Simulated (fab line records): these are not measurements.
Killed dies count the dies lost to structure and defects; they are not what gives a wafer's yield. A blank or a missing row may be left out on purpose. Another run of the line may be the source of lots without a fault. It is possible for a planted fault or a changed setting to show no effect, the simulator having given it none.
Which tool was responsible? || flow nandHarc || 12 lots with 36 wafers sampled at 6 steps, on a route of 1302 steps

WHAT THE GAUGES SHOWED, per wafer
NHARC_A_ONON_D2_THK_MEAS_14: measures by ellipsometry. Usual: 999 nm for thkNm, sd 9.5.
{"lot": "L684", "measured": "day 12 19:55", "on": "filmMetro-01", "thkNm (nm)": "996 997 998", "flag": ""}
{"lot": "L685", "measured": "day 12 19:57", "on": "filmMetro-01", "thkNm (nm)": "996 996 995", "flag": ""}
{"lot": "L686", "measured": "day 13 17:39", "on": "filmMetro-02", "thkNm (nm)": "996 995 996", "flag": ""}
{"lot": "L690", "measured": "day 14 21:04", "on": "filmMetro-02", "thkNm (nm)": "715 718 717", "flag": "OFF"}
{"lot": "L692", "measured": "day 15 22:53", "on": "filmMetro-02", "thkNm (nm)": "721 721 722", "flag": "OFF"}
{"lot": "L700", "measured": "day 19 06:33", "on": "filmMetro-02", "thkNm (nm)": "1015 1013 1014", "flag": ""}
{"lot": "L701", "measured": "day 19 19:17", "on": "filmMetro-01", "thkNm (nm)": "1006 1005 1004", "flag": ""}
{"lot": "L703", "measured": "day 20 13:36", "on": "filmMetro-02", "thkNm (nm)": "1003 1002 1003", "flag": ""}
{"lot": "L704", "measured": "day 21 09:26", "on": "filmMetro-02", "thkNm (nm)": "1003 1000 1001", "flag": ""}
{"lot": "L705", "measured": "day 21 09:38", "on": "filmMetro-01", "thkNm (nm)": "993 994 994", "flag": ""}
{"lot": "L706", "measured": "day 21 22:49", "on": "filmMetro-01", "thkNm (nm)": "1009 1010 1008", "flag": ""}
{"lot": "L707", "measured": "day 21 22:40", "on": "filmMetro-02", "thkNm (nm)": "984 982 980", "flag": ""}

NHARC_END_SORT_01. Usual: killedAtArray 65, standard deviation 19; killedAtOther 0.9, standard deviation 1.1; killedAtPeriphery 3.5, standard deviation 2.3; killedDies 69, standard deviation 19; killedOpen 3.2, standard deviation 1.8; killedShort 2.4, standard deviation 1.5.
{"lot": "L690", "measured": "day 26 18:44", "on": "prober-01", "killedAtArray": "672 672 675", "killedAtOther": "0 1 0", "killedAtPeriphery": "5 4 2", "killedDies": "677 677 677", "killedOpen": "4 4 3", "killedShort": "2 1 1", "flag": "OFF"}
{"lot": "L692", "measured": "day 27 15:56", "on": "prober-01", "killedAtArray": "672 670 669", "killedAtOther": "0 1 3", "killedAtPeriphery": "5 6 5", "killedDies": "677 677 677", "killedOpen": "2 6 2", "killedShort": "1 1 3", "flag": "OFF"}

WHICH TOOL RAN EACH LOT (tool, then ch and the chambers of the sampled wafers, then the start)
{"lot": "L684", "NHARC_A_CHANNEL_FILL_D1_ALD_16": "aldHk-01 ch 0,2,3, day 9 12:29", "NHARC_A_CHANNEL_FILL_D1_ETCHBACK_19": "rieSi-06 ch 0,2, day 10 05:04", "NHARC_A_DECK1_JOINT_CMP_13": "cmp-02 ch 0,1,2, day 11 15:20", "NHARC_A_ONON_D2_DEP_12": "pecvdOnon-02 ch 0, day 12 19:28"}
{"lot": "L685", "NHARC_A_CHANNEL_FILL_D1_ALD_16": "aldHk-01 ch 2,3, day 9 15:39", "NHARC_A_CHANNEL_FILL_D1_ETCHBACK_19": "rieSi-04 ch 1,2,3, day 10 05:04", "NHARC_A_DECK1_JOINT_CMP_13": "cmp-04 ch 0,1,3, day 11 15:22", "NHARC_A_ONON_D2_DEP_12": "pecvdOnon-01 ch 0, day 12 19:26"}
{"lot": "L686", "NHARC_A_CHANNEL_FILL_D1_ALD_16": "aldHk-02 ch 0,1,2, day 10 04:51", "NHARC_A_CHANNEL_FILL_D1_ETCHBACK_19": "rieSi-06 ch 0,1, day 10 16:40", "NHARC_A_DECK1_JOINT_CMP_13": "cmp-01 ch 0,1,3, day 12 16:23", "NHARC_A_ONON_D2_DEP_12": "pecvdOnon-02 ch 0, day 13 17:15"}
{"lot": "L690", "NHARC_A_CHANNEL_FILL_D1_ALD_16": "aldHk-02 ch 0,1,3, day 11 19:23", "NHARC_A_CHANNEL_FILL_D1_ETCHBACK_19": "rieSi-04 ch 0,2,3, day 12 07:12", "NHARC_A_DECK1_JOINT_CMP_13": "cmp-01 ch 2,3, day 13 21:06", "NHARC_A_ONON_D2_DEP_12": "pecvdOnon-02 ch 0, day 14 20:34"}
{"lot": "L692", "NHARC_A_CHANNEL_FILL_D1_ALD_16": "aldHk-03 ch 0,1,3, day 12 16:24", "NHARC_A_CHANNEL_FILL_D1_ETCHBACK_19": "rieSi-04 ch 0,1, day 13 04:14", "NHARC_A_DECK1_JOINT_CMP_13": "cmp-02 ch 0,1,2, day 14 15:36", "NHARC_A_ONON_D2_DEP_12": "pecvdOnon-02 ch 0, day 15 22:22"}
{"lot": "L700", "NHARC_A_CHANNEL_FILL_D1_ALD_16": "aldHk-03 ch 0,2, day 16 03:37", "NHARC_A_CHANNEL_FILL_D1_ETCHBACK_19": "rieSi-06 ch 2,3, day 16 15:22", "NHARC_A_DECK1_JOINT_CMP_13": "cmp-04 ch 0,1, day 18 02:01", "NHARC_A_ONON_D2_DEP_12": "pecvdOnon-02 ch 0, day 19 06:01"}
{"lot": "L701", "NHARC_A_CHANNEL_FILL_D1_ALD_16": "aldHk-01 ch 0,1,2, day 16 16:16", "NHARC_A_CHANNEL_FILL_D1_ETCHBACK_19": "rieSi-06 ch 0,3, day 17 04:37", "NHARC_A_DECK1_JOINT_CMP_13": "cmp-02 ch 0,1,3, day 18 15:27", "NHARC_A_ONON_D2_DEP_12": "pecvdOnon-03 ch 0, day 19 18:50"}
{"lot": "L703", "NHARC_A_CHANNEL_FILL_D1_ALD_16": "aldHk-01 ch 1,2, day 17 12:26", "NHARC_A_CHANNEL_FILL_D1_ETCHBACK_19": "rieSi-02 ch 1,2,3, day 18 01:45", "NHARC_A_DECK1_JOINT_CMP_13": "cmp-02 ch 0,1, day 19 11:30", "NHARC_A_ONON_D2_DEP_12": "pecvdOnon-03 ch 0, day 20 13:06"}
{"lot": "L704", "NHARC_A_CHANNEL_FILL_D1_ALD_16": "aldHk-01 ch 1,2,3, day 17 20:04", "NHARC_A_CHANNEL_FILL_D1_ETCHBACK_19": "rieSi-02 ch 1,3, day 18 07:52", "NHARC_A_DECK1_JOINT_CMP_13": "cmp-04 ch 0,2,3, day 20 05:10", "NHARC_A_ONON_D2_DEP_12": "pecvdOnon-02 ch 0, day 21 08:55"}
{"lot": "L705", "NHARC_A_CHANNEL_FILL_D1_ALD_16": "aldHk-02 ch 1,2,3, day 18 04:16", "NHARC_A_CHANNEL_FILL_D1_ETCHBACK_19": "rieSi-04 ch 0,2,3, day 18 16:29", "NHARC_A_DECK1_JOINT_CMP_13": "cmp-02 ch 0,2,3, day 20 07:58", "NHARC_A_ONON_D2_DEP_12": "pecvdOnon-03 ch 0, day 21 09:07"}
{"lot": "L706", "NHARC_A_CHANNEL_FILL_D1_ALD_16": "aldHk-01 ch 0,3, day 18 07:53", "NHARC_A_CHANNEL_FILL_D1_ETCHBACK_19": "rieSi-04 ch 0,3, day 18 20:23", "NHARC_A_DECK1_JOINT_CMP_13": "cmp-01 ch 0,1,3, day 20 20:26", "NHARC_A_ONON_D2_DEP_12": "pecvdOnon-02 ch 0, day 21 22:19"}
{"lot": "L707", "NHARC_A_CHANNEL_FILL_D1_ALD_16": "aldHk-01 ch 0,1,2, day 18 17:33", "NHARC_A_CHANNEL_FILL_D1_ETCHBACK_19": "rieSi-06 ch 0,2,3, day 19 05:24", "NHARC_A_DECK1_JOINT_CMP_13": "cmp-04 ch 0,1,2, day 20 20:25", "NHARC_A_ONON_D2_DEP_12": "pecvdOnon-01 ch 0, day 21 22:10"}
- NHARC_A_CHANNEL_FILL_D1_ALD_16: deposits SiO2, target thk 1.5 nm, pulse time 10 s, ald cycles 15.
- NHARC_A_CHANNEL_FILL_D1_ETCHBACK_19: etches the open film in HBr/Cl2, target depth 5 nm, time 1.7 s.
- NHARC_A_DECK1_JOINT_CMP_13: polishes, target thk 51.023 nm.
- NHARC_A_ONON_D2_DEP_12: target thk 1000 nm.

WHAT THE TOOLS THEMSELVES READ (means of the sampled wafers that have a number; where no wafer has one, the mark that the record gives instead)
NHARC_A_CHANNEL_FILL_D1_ALD_16. Usual: heaterPowerW 456 W, standard deviation 37; precursorPulseHeightRel 0.998, standard deviation 0.023.
{"lot": "L684", "tool": "aldHk-01", "heaterPowerW (W)": 452, "precursorPulseHeightRel": 1.006, "flag": ""}
{"lot": "L685", "tool": "aldHk-01", "heaterPowerW (W)": 450, "precursorPulseHeightRel": 0.973, "flag": ""}
{"lot": "L686", "tool": "aldHk-02", "heaterPowerW (W)": 456, "precursorPulseHeightRel": 0.987, "flag": ""}
{"lot": "L690", "tool": "aldHk-02", "heaterPowerW (W)": 450, "precursorPulseHeightRel": 0.986, "flag": ""}
{"lot": "L692", "tool": "aldHk-03", "heaterPowerW (W)": 437, "precursorPulseHeightRel": 0.991, "flag": ""}
{"lot": "L700", "tool": "aldHk-03", "heaterPowerW (W)": 506, "precursorPulseHeightRel": 1.001, "flag": ""}
{"lot": "L701", "tool": "aldHk-01", "heaterPowerW (W)": 469, "precursorPulseHeightRel": 0.984, "flag": ""}
{"lot": "L703", "tool": "aldHk-01", "heaterPowerW (W)": 488, "precursorPulseHeightRel": 1.014, "flag": ""}
{"lot": "L704", "tool": "aldHk-01", "heaterPowerW (W)": 458, "precursorPulseHeightRel": 0.992, "flag": ""}
{"lot": "L705", "tool": "aldHk-02", "heaterPowerW (W)": 474, "precursorPulseHeightRel": 1.013, "flag": ""}
{"lot": "L706", "tool": "aldHk-01", "heaterPowerW (W)": 429, "precursorPulseHeightRel": 0.999, "flag": ""}
{"lot": "L707", "tool": "aldHk-01", "heaterPowerW (W)": 474, "precursorPulseHeightRel": 0.983, "flag": ""}

NHARC_A_CHANNEL_FILL_D1_ETCHBACK_19. Usual: chamberPressureMTorr 15.002 mTorr, standard deviation 0.015; drypumpMotorCurrentA 5.8 A, standard deviation 0.48; oesProductAu 0.998 a.u., standard deviation 0.0075; throttleValvePct 26.406 %, standard deviation 0.0092.
{"lot": "L684", "tool": "rieSi-06", "chamberPressureMTorr (mTorr)": 15.009, "drypumpMotorCurrentA (A)": 5.9, "oesProductAu (a.u.)": 0.992, "throttleValvePct (%)": 26.411, "flag": ""}
{"lot": "L685", "tool": "rieSi-04", "chamberPressureMTorr (mTorr)": 14.992, "drypumpMotorCurrentA (A)": 5.7, "oesProductAu (a.u.)": 0.999, "throttleValvePct (%)": 26.407, "flag": ""}
{"lot": "L686", "tool": "rieSi-06", "chamberPressureMTorr (mTorr)": 14.991, "drypumpMotorCurrentA (A)": 6.0, "oesProductAu (a.u.)": 0.994, "throttleValvePct (%)": 26.397, "flag": ""}
{"lot": "L690", "tool": "rieSi-04", "chamberPressureMTorr (mTorr)": 14.996, "drypumpMotorCurrentA (A)": 5.8, "oesProductAu (a.u.)": 1.004, "throttleValvePct (%)": 26.414, "flag": ""}
{"lot": "L692", "tool": "rieSi-04", "chamberPressureMTorr (mTorr)": 14.987, "drypumpMotorCurrentA (A)": 5.9, "oesProductAu (a.u.)": 0.998, "throttleValvePct (%)": 26.399, "flag": ""}
{"lot": "L700", "tool": "rieSi-06", "chamberPressureMTorr (mTorr)": 14.999, "drypumpMotorCurrentA (A)": 6.2, "oesProductAu (a.u.)": 0.996, "throttleValvePct (%)": 26.404, "flag": ""}
{"lot": "L701", "tool": "rieSi-06", "chamberPressureMTorr (mTorr)": 15.004, "drypumpMotorCurrentA (A)": 6.2, "oesProductAu (a.u.)": 0.998, "throttleValvePct (%)": 26.409, "flag": ""}
{"lot": "L703", "tool": "rieSi-02", "chamberPressureMTorr (mTorr)": 14.994, "drypumpMotorCurrentA (A)": 5.8, "oesProductAu (a.u.)": 0.995, "throttleValvePct (%)": 26.419, "flag": ""}
{"lot": "L704", "tool": "rieSi-02", "chamberPressureMTorr (mTorr)": 15.012, "drypumpMotorCurrentA (A)": 5.9, "oesProductAu (a.u.)": 0.998, "throttleValvePct (%)": 26.399, "flag": ""}
{"lot": "L705", "tool": "rieSi-04", "chamberPressureMTorr (mTorr)": 15.005, "drypumpMotorCurrentA (A)": 5.8, "oesProductAu (a.u.)": 0.996, "throttleValvePct (%)": 26.399, "flag": ""}
{"lot": "L706", "tool": "rieSi-04", "chamberPressureMTorr (mTorr)": 15.000, "drypumpMotorCurrentA (A)": 6.2, "oesProductAu (a.u.)": 1.002, "throttleValvePct (%)": 26.404, "flag": ""}
{"lot": "L707", "tool": "rieSi-06", "chamberPressureMTorr (mTorr)": 14.998, "drypumpMotorCurrentA (A)": 6.1, "oesProductAu (a.u.)": 0.999, "throttleValvePct (%)": 26.405, "flag": ""}

NHARC_A_DECK1_JOINT_CMP_13. Usual: motorCurrentA 12.1 A, standard deviation 1; padLifeWafers 166, standard deviation 110; timeToEndpointS 8.2 s, standard deviation 2.8.
{"lot": "L684", "tool": "cmp-02", "motorCurrentA (A)": 11.4, "padLifeWafers": 67, "timeToEndpointS (s)": 8.3, "flag": ""}
{"lot": "L685", "tool": "cmp-04", "motorCurrentA (A)": 12.6, "padLifeWafers": 140, "timeToEndpointS (s)": 6.1, "flag": ""}
{"lot": "L686", "tool": "cmp-01", "motorCurrentA (A)": 12.7, "padLifeWafers": 327, "timeToEndpointS (s)": 9.1, "flag": ""}
{"lot": "L690", "tool": "cmp-01", "motorCurrentA (A)": 12.9, "padLifeWafers": 98, "timeToEndpointS (s)": 4.5, "flag": ""}
{"lot": "L692", "tool": "cmp-02", "motorCurrentA (A)": 11.6, "padLifeWafers": 368, "timeToEndpointS (s)": 10.8, "flag": ""}
{"lot": "L700", "tool": "cmp-04", "motorCurrentA (A)": 12.7, "padLifeWafers": 2, "timeToEndpointS (s)": 6.8, "flag": ""}
{"lot": "L701", "tool": "cmp-02", "motorCurrentA (A)": 11.5, "padLifeWafers": 146, "timeToEndpointS (s)": 11.7, "flag": ""}
{"lot": "L703", "tool": "cmp-02", "motorCurrentA (A)": 11.5, "padLifeWafers": 31, "timeToEndpointS (s)": 11.4, "flag": ""}
{"lot": "L704", "tool": "cmp-04", "motorCurrentA (A)": 12.3, "padLifeWafers": 206, "timeToEndpointS (s)": 9.3, "flag": ""}
{"lot": "L705", "tool": "cmp-02", "motorCurrentA (A)": 11.5, "padLifeWafers": 109, "timeToEndpointS (s)": 9.2, "flag": ""}
{"lot": "L706", "tool": "cmp-01", "motorCurrentA (A)": 12.6, "padLifeWafers": 392, "timeToEndpointS (s)": 9.0, "flag": ""}
{"lot": "L707", "tool": "cmp-04", "motorCurrentA (A)": 12.6, "padLifeWafers": 253, "timeToEndpointS (s)": 7.3, "flag": ""}

THE ANSWER, worked out from the rows above alone
Rule: a lot counts as off when the mean over its wafers that have a number is more than 3 standard deviations away from the usual mean. Also off: a lot with no number at a reading for which 4 or more lots have one. All remaining lots with rows at the step are treated as sound. First the gauges in route order, then the tools' own readings, where a lot's mean is used as printed above. The first step at which some lot is off is used, and at that step the reading that is off furthest; a lot without a number counts as furthest.
Off, at NHARC_A_ONON_D2_THK_MEAS_14 on thkNm: L690, L692.
If a tool, at a process step before that reading, ran all the lots that are off and no sound lot after the first of them, it fits. Not tried: the gauges at NHARC_A_ONON_D2_THK_MEAS_14; whatever is off there is also off at NHARC_END_SORT_01, on other tools, and gauge error can't account for it. None of those tried fits.

WHAT THE SIMULATOR HAD INSERTED
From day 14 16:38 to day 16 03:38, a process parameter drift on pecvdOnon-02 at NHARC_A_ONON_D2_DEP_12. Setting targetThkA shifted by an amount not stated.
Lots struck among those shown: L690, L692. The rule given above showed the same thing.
